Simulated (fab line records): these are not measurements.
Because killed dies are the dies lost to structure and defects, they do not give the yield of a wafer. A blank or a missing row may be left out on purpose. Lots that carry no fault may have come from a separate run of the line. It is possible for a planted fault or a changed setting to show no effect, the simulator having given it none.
Which tool was responsible? -- flow n5_finfet -- 9 lots, 27 wafers sampled, at 3 steps of a route of 1938

WHAT EACH GAUGE READ, for each wafer
N5_BEOL_M11_INSPECT_30: inspects for defects (brightfield).
lot,measured,on,raw_defect_count
L483,day 10 15:52,defect_inspect-01,315 299 299
L484,day 10 19:44,defect_inspect-01,349 321 298
L486,day 11 17:56,defect_inspect-02,354 294 330
L489,day 12 03:51,defect_inspect-02,325 332 290
L493,day 12 23:11,defect_inspect-01,1349 1310 1353
L498,day 13 23:52,defect_inspect-01,258 211 293
L497,day 14 07:46,defect_inspect-01,1311 1353 1310
L501,day 15 09:47,defect_inspect-02,409 463 409
L503,day 15 08:56,defect_inspect-02,578 612 505

EACH LOT AND THE TOOL THAT RAN IT (in order: tool; ch and the chambers of the sampled wafers; start)
lot,N5_BEOL_M11_ETCH_61,N5_BEOL_M11_HM_OPEN_17
L483,"rie_diel-05 ch 0,1,2, day 10 14:31","rie_metal-01 ch 0,1, day 10 14:46"
L484,"rie_diel-03 ch 1,2,3, day 10 18:37","rie_metal-03 ch 0,1, day 10 18:52"
L486,"rie_diel-01 ch 0,1, day 11 15:17","rie_metal-03 ch 0,1, day 11 15:31"
L489,"rie_diel-03 ch 1,2,3, day 12 00:33","rie_metal-03 ch 0,1, day 12 00:47"
L493,"rie_diel-03 ch 0,1, day 12 21:44","rie_metal-03 ch 0,1, day 12 21:58"
L498,"rie_diel-01 ch 0,1,2, day 13 22:25","rie_metal-03 ch 0,1, day 13 22:39"
L497,"rie_diel-03 ch 0,3, day 14 06:53","rie_metal-03 ch 0,1, day 14 07:08"
L501,"rie_diel-05 ch 0,1,2, day 15 06:12","rie_metal-01 ch 1, day 15 06:26"
L503,"rie_diel-01 ch 0,2,3, day 15 07:04","rie_metal-01 ch 0,1, day 15 07:18"
- N5_BEOL_M11_ETCH_61: etches SiARC in CF4, target depth 39 nm, time 65 s.
- N5_BEOL_M11_HM_OPEN_17: chemistry Cl2/BCl3, target TiN, target depth 20 nm, overetch 6 nm.

AS READ BY THE TOOLS THEMSELVES (means over the sampled wafers that have a number; for cases with no such wafer, the mark the record gives instead)
N5_BEOL_M11_ETCH_61.
lot,tool,drypump_motor_current_A (A),etch_rf_on_time_s (s),oes_product_au (a.u.),rf_vpp_V (V),showerhead_plenum_p_Torr (Torr),throttle_valve_pct (%)
L483,rie_diel-05,5.6,65.4,0.71,183.5,2.08,15.54
L484,rie_diel-03,5.2,65.3,0.63,184.0,2.14,15.53
L486,rie_diel-01,5.9,62.7,0.78,185.2,2.23,15.38
L489,rie_diel-03,5.3,64.8,0.63,183.8,2.13,15.54
L493,rie_diel-03,5.4,63.7,0.69,185.7,2.20,15.42
L498,rie_diel-01,6.1,62.7,0.72,185.2,2.21,15.62
L497,rie_diel-03,5.3,64.7,0.68,183.0,2.05,15.43
L501,rie_diel-05,5.6,64.5,0.68,182.8,2.07,15.61
L503,rie_diel-01,5.8,63.3,0.71,183.9,2.18,15.58

N5_BEOL_M11_HM_OPEN_17.
lot,tool,drypump_motor_current_A (A),oes_product_au (a.u.),throttle_valve_pct (%)
L483,rie_metal-01,6.0,0.67,22.01
L484,rie_metal-03,5.7,0.65,22.16
L486,rie_metal-03,5.4,0.70,22.18
L489,rie_metal-03,5.4,0.69,22.20
L493,rie_metal-03,5.7,0.64,22.16
L498,rie_metal-03,5.7,0.63,22.17
L497,rie_metal-03,5.7,0.63,22.17
L501,rie_metal-01,5.3,0.76,22.07
L503,rie_metal-01,5.6,0.71,22.04

THE ANSWER, worked out from the rows above alone
Rule: what is usual is taken from the lots themselves. The widest of any qualifying gaps counts: lots, ordered by their means at a reading, are off when they make up no more than a third of the lots, leave a main group of 4 or more, and stand apart from it by 3 or more times the standard deviation of that group's means. A main group whose means are all the same, to the digits that the tables above print for the reading, isn't used. Also off: a lot with no number at a reading for which 4 or more lots have one. Where the step has rows for the other lots, those lots are counted as sound. The gauges are gone through in route order, then the tools' own readings, and for those a lot's mean is taken as printed above. At the first step where some lot is off, the reading lying furthest off is the one used; lots without a number count as furthest.
Off, at N5_BEOL_M11_INSPECT_30 on raw_defect_count: L493, L497. The main group: mean 359, standard deviation 97.
If a tool, at a process step before that reading, ran all the lots that are off and no sound lot after the first of them, it fits. The gauges at N5_BEOL_M11_INSPECT_30 are tried like those tools. One fits: rie_diel-03 at N5_BEOL_M11_ETCH_61. A fault onset in the window from L489 (day 12 00:33, its last sound lot) to L493 (day 12 21:44, its first lot off) fits.

WHAT THE SIMULATOR HAD PUT IN
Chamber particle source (rie_diel-03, N5_BEOL_M11_ETCH_61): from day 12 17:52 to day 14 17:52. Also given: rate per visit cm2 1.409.
Struck lots among those shown: L493, L497. The rule given above showed the same thing.
